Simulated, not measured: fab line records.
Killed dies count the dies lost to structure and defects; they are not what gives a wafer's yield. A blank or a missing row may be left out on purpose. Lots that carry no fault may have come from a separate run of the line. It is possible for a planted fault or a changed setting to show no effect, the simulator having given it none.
Chamber matching + flow n5 finfet + 4 sister chambers for N5_FIN_SAQP_FIN_ETCH_36 on rie si-06
The step etches the open film in HBr/Cl2/O2, target depth 120 nm, time 50.4 s. 14 wafers are shown with their chamber, then 7 later ones without.

== WAFERS PAIRED WITH THEIR CHAMBERS ==
| wafer  | chamber | throttle valve pct (%) | drypump motor current A (A) | oes product au (a.u.) |
|--------|---------|------------------------|-----------------------------|-----------------------|
| L077.2 | 3       | 35.8                   | 5.5                         | 0.979                 |
| L077.3 | 1       | 36.5                   | 5.4                         | 0.977                 |
| L077.5 | 3       | 35.8                   | 5.5                         | 0.984                 |
| L083.1 | 0       | 36.6                   | 5.8                         | 1.023                 |
| L083.5 | 1       | 36.5                   | 5.4                         | 0.954                 |
| L083.6 | 0       | 36.6                   | 5.9                         | 1.011                 |
| L084.1 | 1       | 36.5                   | 5.4                         | 0.962                 |
| L084.2 | 3       | 35.8                   | 5.5                         | 0.971                 |
| L084.4 | 2       | 35.7                   | 6.2                         | 1.022                 |
| L085.3 | 3       | 35.9                   | 5.5                         | 0.970                 |
| L085.4 | 2       | 35.7                   | 6.2                         | 1.027                 |
| L085.5 | 2       | 35.7                   | 6.2                         | 1.025                 |
| L086.1 | 3       | 35.9                   | 5.5                         | 0.966                 |
| L086.2 | 1       | 36.5                   | 5.4                         | 0.961                 |

SIGNATURES, as means of the wafers listed above
| reading                 | chamber 0 | chamber 1 | chamber 2 | chamber 3 | scatter within a chamber |
|-------------------------|-----------|-----------|-----------|-----------|--------------------------|
| throttle valve pct      | 36.600    | 36.500    | 35.700    | 35.840    | 0.0346                   |
| drypump motor current A | 5.850     | 5.400     | 6.200     | 5.500     | 0.0224                   |
| oes product au          | 1.01700   | 0.96350   | 1.02467   | 0.97400   | 0.00761                  |
Rule: for a wafer and a chamber, the distance is found by dividing, reading by reading, the gap between the wafer's reading and the chamber's mean by the reading's scatter, squaring, summing and taking the root. The wafer belongs to the nearest chamber; if the next one is less than 2 further off, it can't be placed. The scatter: take each reading less its chamber's mean, square it, sum over the shown wafers, divide by the number of wafers less the number of chambers, and take the root.

== WAFERS MISSING THEIR CHAMBER ==
| wafer  | throttle valve pct (%) | drypump motor current A (A) | oes product au (a.u.) |
|--------|------------------------|-----------------------------|-----------------------|
| L086.4 | 36.7                   | 5.9                         | 1.015                 |
| L087.2 | 36.6                   | 5.9                         | 1.012                 |
| L087.4 | 35.7                   | 6.2                         | 1.009                 |
| L087.5 | 36.5                   | 5.4                         | 0.956                 |
| L093.3 | 36.5                   | 5.4                         | 0.960                 |
| L093.4 | 35.8                   | 5.5                         | 0.983                 |
| L093.6 | 36.5                   | 5.4                         | 0.967                 |

== WHICH CHAMBER EACH WENT THROUGH ==
| wafer  | from the rows above | in truth |
|--------|---------------------|----------|
| L086.4 | 0                   | 0        |
| L087.2 | 0                   | 0        |
| L087.4 | 2                   | 2        |
| L087.5 | 1                   | 1        |
| L093.3 | 1                   | 1        |
| L093.4 | 3                   | 3        |
| L093.6 | 1                   | 1        |
7 of 7 placed correctly. Not placeable from these rows: 0. 0 placed wrongly.
